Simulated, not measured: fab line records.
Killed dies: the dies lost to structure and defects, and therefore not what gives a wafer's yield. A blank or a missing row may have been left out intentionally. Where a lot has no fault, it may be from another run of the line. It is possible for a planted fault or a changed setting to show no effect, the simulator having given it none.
Chamber matching :: flow n5 finfet :: N5_MOL_CONTACT_COAG_ETCH_66 on rie diel-04: 4 sister chambers
The step etches SiARC in CF4, target depth 13 nm, time 21.7 s. 4 wafers are shown with their chamber, then 9 later ones without.

EACH WAFER AND ITS CHAMBER
wafer: L084.2
chamber: 0
showerhead plenum p Torr (Torr): 2.19

wafer: L086.1
chamber: 2
showerhead plenum p Torr (Torr): 2.14

wafer: L086.2
chamber: 1
showerhead plenum p Torr (Torr): 2.10

wafer: L086.3
chamber: 3
showerhead plenum p Torr (Torr): 2.20

WAFERS WITH NO CHAMBER GIVEN
wafer: L086.4
showerhead plenum p Torr (Torr): 2.20

wafer: L086.5
showerhead plenum p Torr (Torr): 2.14

wafer: L086.6
showerhead plenum p Torr (Torr): 2.10

wafer: L091.1
showerhead plenum p Torr (Torr): 2.13

wafer: L091.3
showerhead plenum p Torr (Torr): 2.19

wafer: L091.6
showerhead plenum p Torr (Torr): 2.19

wafer: L095.4
showerhead plenum p Torr (Torr): 2.10

wafer: L095.5
showerhead plenum p Torr (Torr): 2.19

wafer: L095.6
showerhead plenum p Torr (Torr): 2.19

CHAMBER TAKEN BY EACH
wafer: L086.4
from the rows above: 3
in truth: 3

wafer: L086.5
from the rows above: 2
in truth: 2

wafer: L086.6
from the rows above: 1
in truth: 1

wafer: L091.1
from the rows above: 2
in truth: 2

wafer: L091.3
from the rows above: 0
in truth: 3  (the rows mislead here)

wafer: L091.6
from the rows above: 0
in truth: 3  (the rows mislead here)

wafer: L095.4
from the rows above: 1
in truth: 1

wafer: L095.5
from the rows above: 0
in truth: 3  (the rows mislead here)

wafer: L095.6
from the rows above: 0
in truth: 0
6 of 9 placed correctly. Can't be placed from these rows: 0. Wrongly placed: 3.
How it was worked out, from the rows above alone: a wafer's distance from a chamber is the root of the sum, over the readings, of the square of ((its reading less the chamber's mean) divided by the reading's scatter). The wafer belongs to the nearest chamber; if the next one is less than 2 further off, it can't be placed. Each chamber's mean is taken over the wafers shown for it. The scatter: root of mean squared gap, hidden wafer to nearest shown wafer, with one shown wafer a chamber.
